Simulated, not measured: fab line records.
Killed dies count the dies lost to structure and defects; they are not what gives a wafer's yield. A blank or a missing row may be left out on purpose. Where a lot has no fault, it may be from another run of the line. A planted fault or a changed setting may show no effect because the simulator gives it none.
What tool caused it? :: flow nand harc :: 40 wafers from 14 lots sampled at 5 of the route's 1302 steps

## WHAT EACH GAUGE READ, for each wafer
NHARC_A_SIN_REMOVE_INSPECT_04. Usual: raw defect count at 379, with a standard deviation of 78.
lot: L579
measured: day 20 13:32
on: defect inspect-01
raw defect count: 433 435 310
flag: 

lot: L580
measured: day 20 23:46
on: defect inspect-02
raw defect count: 328 388 340
flag: 

lot: L581
measured: day 20 23:46
on: defect inspect-01
raw defect count: 315 334 347
flag: 

lot: L582
measured: day 21 17:43
on: defect inspect-01
raw defect count: 427 358 295
flag: 

lot: L583
measured: day 22 08:04
on: defect inspect-01
raw defect count: 455 476 579
flag: 

lot: L590
measured: day 25 12:35
on: defect inspect-02
raw defect count: 491 379 448
flag: 

lot: L593
measured: day 26 10:19
on: defect inspect-01
raw defect count: 502 502
flag: 

lot: L592
measured: day 26 15:08
on: defect inspect-01
raw defect count: 332 307
flag: 

lot: L595
measured: day 27 13:31
on: defect inspect-02
raw defect count: 383 321 323
flag: 

lot: L597
measured: day 28 03:19
on: defect inspect-01
raw defect count: 372 345 358
flag: 

lot: L596
measured: day 28 06:20
on: defect inspect-01
raw defect count: 392 383 330
flag: 

lot: L599
measured: day 28 16:25
on: defect inspect-02
raw defect count: 427 272 302
flag: 

lot: L601
measured: day 29 09:33
on: defect inspect-01
raw defect count: 482 394 442
flag: 

lot: L600
measured: day 29 09:35
on: defect inspect-02
raw defect count: 329 201 275
flag: 

NHARC_END_SORT_01. Usual: killed at array 55, standard deviation 20; killed at other 1.1, standard deviation 1.2; killed at periphery 3.8, standard deviation 2.8; killed dies 60, standard deviation 19; killed open 3.4, standard deviation 1.9; killed short 2.2, standard deviation 1.5.
lot: L590
measured: day 29 21:49
on: prober-01
killed at array: 26 675 672
killed at other: 1 0 0
killed at periphery: 1 2 5
killed dies: 28 677 677
killed open: 3 4 2
killed short: 3 3 1
flag: OFF

lot: L593
measured: day 30 09:19
on: prober-02
killed at array: 79 677
killed at other: 0 0
killed at periphery: 4 0
killed dies: 83 677
killed open: 4 1
killed short: 2 2
flag: OFF

## TOOL THAT RAN EACH LOT (tool first, then ch and the chambers of the sampled wafers, then the start)
lot: L579
NHARC_A_SLIT_ETCH_17: har etch-02 ch 0,1, day 20 01:58
NHARC_A_WL_FILL_ALD_19: ald metal-01 ch 0,2,3, day 21 06:31
NHARC_A_CONTACT_DEP_24: pecvd-02 ch 0,1,2, day 21 07:28

lot: L580
NHARC_A_SLIT_ETCH_17: har etch-01 ch 0,1, day 20 12:11
NHARC_A_WL_FILL_ALD_19: ald metal-02 ch 0,1, day 21 17:38
NHARC_A_CONTACT_DEP_24: pecvd-02 ch 1,2, day 21 18:34

lot: L581
NHARC_A_SLIT_ETCH_17: har etch-02 ch 0,1, day 20 12:58
NHARC_A_WL_FILL_ALD_19: ald metal-01 ch 0,3, day 21 17:41
NHARC_A_CONTACT_DEP_24: pecvd-04 ch 0,2, day 21 18:38

lot: L582
NHARC_A_SLIT_ETCH_17: har etch-02 ch 0,1, day 21 05:59
NHARC_A_WL_FILL_ALD_19: ald metal-01 ch 0,3, day 22 11:11
NHARC_A_CONTACT_DEP_24: pecvd-04 ch 0,2, day 22 12:07

lot: L583
NHARC_A_SLIT_ETCH_17: har etch-01 ch 0,1, day 21 20:23
NHARC_A_WL_FILL_ALD_19: ald metal-03 ch 0,2,3, day 23 03:08
NHARC_A_CONTACT_DEP_24: pecvd-01 ch 0,1, day 23 04:07

lot: L590
NHARC_A_SLIT_ETCH_17: har etch-02 ch 0,1, day 25 02:04
NHARC_A_WL_FILL_ALD_19: ald metal-01 ch 2,3, day 26 12:49
NHARC_A_CONTACT_DEP_24: pecvd-02 ch 1, day 26 13:44

lot: L593
NHARC_A_SLIT_ETCH_17: har etch-01 ch 0, day 25 22:43
NHARC_A_WL_FILL_ALD_19: ald metal-01 ch 1,2, day 27 07:08
NHARC_A_CONTACT_DEP_24: pecvd-01 ch 0, day 27 08:05

lot: L592
NHARC_A_SLIT_ETCH_17: har etch-02 ch 0,1, day 26 04:44
NHARC_A_WL_FILL_ALD_19: ald metal-01 ch 0,3, day 27 10:05
NHARC_A_CONTACT_DEP_24: -

lot: L595
NHARC_A_SLIT_ETCH_17: har etch-02 ch 0,1, day 27 02:58
NHARC_A_WL_FILL_ALD_19: ald metal-02 ch 1,2,3, day 28 06:58
NHARC_A_CONTACT_DEP_24: pecvd-01 ch 0,1, day 28 07:58

lot: L597
NHARC_A_SLIT_ETCH_17: har etch-02 ch 0,1, day 27 15:37
NHARC_A_WL_FILL_ALD_19: ald metal-03 ch 1,2,3, day 28 23:43
NHARC_A_CONTACT_DEP_24: pecvd-01 ch 0,1,2, day 29 00:38

lot: L596
NHARC_A_SLIT_ETCH_17: har etch-02 ch 0,1, day 27 19:31
NHARC_A_WL_FILL_ALD_19: ald metal-02 ch 1,2,3, day 29 02:28
NHARC_A_CONTACT_DEP_24: pecvd-02 ch 0,1,2, day 29 03:23

lot: L599
NHARC_A_SLIT_ETCH_17: har etch-02 ch 0, day 28 04:40
NHARC_A_WL_FILL_ALD_19: ald metal-03 ch 0,2, day 29 13:44
NHARC_A_CONTACT_DEP_24: pecvd-01 ch 0,2, day 29 14:49

lot: L601
NHARC_A_SLIT_ETCH_17: har etch-01 ch 0,1, day 28 22:30
NHARC_A_WL_FILL_ALD_19: ald metal-03 ch 0,2, day 30 02:50
NHARC_A_CONTACT_DEP_24: pecvd-04 ch 0,1,2, day 30 03:49

lot: L600
NHARC_A_SLIT_ETCH_17: har etch-02 ch 0,1, day 28 23:01
NHARC_A_WL_FILL_ALD_19: ald metal-02 ch 1,3, day 30 02:50
NHARC_A_CONTACT_DEP_24: pecvd-02 ch 0,2, day 30 03:53
- NHARC_A_SLIT_ETCH_17: etches the open film in C4F8/O2/Ar, time 4254.5 s, target depth 20300 nm.
- NHARC_A_WL_FILL_ALD_19: deposits TiN, target thk 2 nm, pulse time 3 s, ald cycles 100.
- NHARC_A_CONTACT_DEP_24: deposits SiO2, target thk 500 nm.

## AS READ BY THE TOOLS THEMSELVES (means over the sampled wafers that have a number; for cases with no such wafer, the mark the record gives instead)
NHARC_A_SLIT_ETCH_17. Usual: chamber pressure mTorr 19.999 mTorr, standard deviation 0.019; drypump motor current A 5.7 A, standard deviation 0.3; showerhead plenum p Torr 3.601 Torr, standard deviation 0.029; throttle valve pct 32.047 %, standard deviation 0.0093.
lot: L579
tool: har etch-02
chamber pressure mTorr (mTorr): 19.989
drypump motor current A (A): 5.6
showerhead plenum p Torr (Torr): 3.634
throttle valve pct (%): 32.044
flag: 

lot: L580
tool: har etch-01
chamber pressure mTorr (mTorr): 19.992
drypump motor current A (A): 5.6
showerhead plenum p Torr (Torr): 3.631
throttle valve pct (%): 32.047
flag: 

lot: L581
tool: har etch-02
chamber pressure mTorr (mTorr): 19.986
drypump motor current A (A): 5.5
showerhead plenum p Torr (Torr): 3.630
throttle valve pct (%): 32.044
flag: 

lot: L582
tool: har etch-02
chamber pressure mTorr (mTorr): 20.014
drypump motor current A (A): 5.5
showerhead plenum p Torr (Torr): 3.624
throttle valve pct (%): 32.044
flag: 

lot: L583
tool: har etch-01
chamber pressure mTorr (mTorr): 19.993
drypump motor current A (A): 5.6
showerhead plenum p Torr (Torr): 3.603
throttle valve pct (%): 32.046
flag: 

lot: L590
tool: har etch-02
chamber pressure mTorr (mTorr): 20.010
drypump motor current A (A): 5.8
showerhead plenum p Torr (Torr): 3.607
throttle valve pct (%): 32.049
flag: 

lot: L593
tool: har etch-01
chamber pressure mTorr (mTorr): 20.000
drypump motor current A (A): 5.7
showerhead plenum p Torr (Torr): 3.610
throttle valve pct (%): 32.053
flag: 

lot: L592
tool: har etch-02
chamber pressure mTorr (mTorr): 19.992
drypump motor current A (A): 5.7
showerhead plenum p Torr (Torr): 3.596
throttle valve pct (%): 32.041
flag: 

lot: L595
tool: har etch-02
chamber pressure mTorr (mTorr): 20.012
drypump motor current A (A): 5.6
showerhead plenum p Torr (Torr): 3.586
throttle valve pct (%): 32.046
flag: 

lot: L597
tool: har etch-02
chamber pressure mTorr (mTorr): 19.970
drypump motor current A (A): 5.6
showerhead plenum p Torr (Torr): 3.580
throttle valve pct (%): 32.048
flag: 

lot: L596
tool: har etch-02
chamber pressure mTorr (mTorr): 19.997
drypump motor current A (A): 5.6
showerhead plenum p Torr (Torr): 3.578
throttle valve pct (%): 32.054
flag: 

lot: L599
tool: har etch-02
chamber pressure mTorr (mTorr): 20.002
drypump motor current A (A): 5.3
showerhead plenum p Torr (Torr): 3.568
throttle valve pct (%): 32.043
flag: 

lot: L601
tool: har etch-01
chamber pressure mTorr (mTorr): 19.991
drypump motor current A (A): 5.6
showerhead plenum p Torr (Torr): 3.570
throttle valve pct (%): 32.043
flag: 

lot: L600
tool: har etch-02
chamber pressure mTorr (mTorr): 19.990
drypump motor current A (A): 5.8
showerhead plenum p Torr (Torr): 3.577
throttle valve pct (%): 32.039
flag: 

NHARC_A_WL_FILL_ALD_19. Usual: heater power w 1090 W, standard deviation 120; precursor pulse height rel 1.001, standard deviation 0.02.
lot: L579
tool: ald metal-01
heater power w (W): 1146
precursor pulse height rel: 0.992
flag: 

lot: L580
tool: ald metal-02
heater power w (W): 1006
precursor pulse height rel: 0.997
flag: 

lot: L581
tool: ald metal-01
heater power w (W): 1289
precursor pulse height rel: 0.995
flag: 

lot: L582
tool: ald metal-01
heater power w (W): 1293
precursor pulse height rel: 0.984
flag: 

lot: L583
tool: ald metal-03
heater power w (W): 1063
precursor pulse height rel: 1.009
flag: 

lot: L590
tool: ald metal-01
heater power w (W): 1114
precursor pulse height rel: 1.001
flag: 

lot: L593
tool: ald metal-01
heater power w (W): 1014
precursor pulse height rel: 1.022
flag: 

lot: L592
tool: ald metal-01
heater power w (W): 1218
precursor pulse height rel: 1.014
flag: 

lot: L595
tool: ald metal-02
heater power w (W): 1091
precursor pulse height rel: 1.011
flag: 

lot: L597
tool: ald metal-03
heater power w (W): 1065
precursor pulse height rel: 1.010
flag: 

lot: L596
tool: ald metal-02
heater power w (W): 1102
precursor pulse height rel: 0.999
flag: 

lot: L599
tool: ald metal-03
heater power w (W): 1042
precursor pulse height rel: 0.986
flag: 

lot: L601
tool: ald metal-03
heater power w (W): 1037
precursor pulse height rel: 1.007
flag: 

lot: L600
tool: ald metal-02
heater power w (W): 1091
precursor pulse height rel: 1.000
flag: 

NHARC_A_CONTACT_DEP_24. Usual: heater power w 590 W, standard deviation 140; showerhead vpp V 1867 V, standard deviation 65; throttle valve pct 15.9 %, standard deviation 0.53.
lot: L579
tool: pecvd-02
heater power w (W): 546
showerhead vpp V (V): 1823
throttle valve pct (%): 15.3
flag: 

lot: L580
tool: pecvd-02
heater power w (W): 452
showerhead vpp V (V): 1802
throttle valve pct (%): 15.0
flag: 

lot: L581
tool: pecvd-04
heater power w (W): 549
showerhead vpp V (V): 1897
throttle valve pct (%): 16.4
flag: 

lot: L582
tool: pecvd-04
heater power w (W): 501
showerhead vpp V (V): 1868
throttle valve pct (%): 16.2
flag: 

lot: L583
tool: pecvd-01
heater power w (W): 598
showerhead vpp V (V): 1939
throttle valve pct (%): 16.1
flag: 

lot: L590
tool: pecvd-02
heater power w (W): 681
showerhead vpp V (V): 1724
throttle valve pct (%): 14.7
flag: 

lot: L593
tool: pecvd-01
heater power w (W): 838
showerhead vpp V (V): 1951
throttle valve pct (%): 16.4
flag: 

lot: L595
tool: pecvd-01
heater power w (W): 633
showerhead vpp V (V): 1916
throttle valve pct (%): 16.4
flag: 

lot: L597
tool: pecvd-01
heater power w (W): 660
showerhead vpp V (V): 1907
throttle valve pct (%): 16.1
flag: 

lot: L596
tool: pecvd-02
heater power w (W): 520
showerhead vpp V (V): 1811
throttle valve pct (%): 15.3
flag: 

lot: L599
tool: pecvd-01
heater power w (W): 702
showerhead vpp V (V): 1885
throttle valve pct (%): 16.2
flag: 

lot: L601
tool: pecvd-04
heater power w (W): 446
showerhead vpp V (V): 1846
throttle valve pct (%): 16.3
flag: 

lot: L600
tool: pecvd-02
heater power w (W): 468
showerhead vpp V (V): 1876
throttle valve pct (%): 15.4
flag: 

## THE ANSWER, worked out from the rows above alone
Rule: lot off if the mean of its wafers having a number is beyond 3 standard deviations from the usual mean. Also off: a lot with no number at a reading for which 4 or more lots have one. Any other lot the step has rows for is counted as sound. The gauges are gone through in route order, then the tools' own readings, and for those a lot's mean is taken as printed above. At the first step where some lot is off, the reading lying furthest off is the one used; lots without a number count as furthest.
Off: L590, L593, at NHARC_END_SORT_01 (killed dies). Neither off nor sound, because the step has no rows for them: L579, L580, L581, L582, L583, L592, L595, L597, L596, L599, L601, L600.
If a tool, at a process step before that reading, ran all the lots that are off and no sound lot after the first of them, it fits. Those tools and the gauges at NHARC_END_SORT_01 are tried in the same way. One candidate fits, namely ald metal-01 at NHARC_A_WL_FILL_ALD_19. It ran no sound lot before its first lot that is off in this sample, so the start can't be narrowed down.

## WHAT WAS PUT IN BY THE SIMULATOR
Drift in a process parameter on ald metal-01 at NHARC_A_WL_FILL_ALD_19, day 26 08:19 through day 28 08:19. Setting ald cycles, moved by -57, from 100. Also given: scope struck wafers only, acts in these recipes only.
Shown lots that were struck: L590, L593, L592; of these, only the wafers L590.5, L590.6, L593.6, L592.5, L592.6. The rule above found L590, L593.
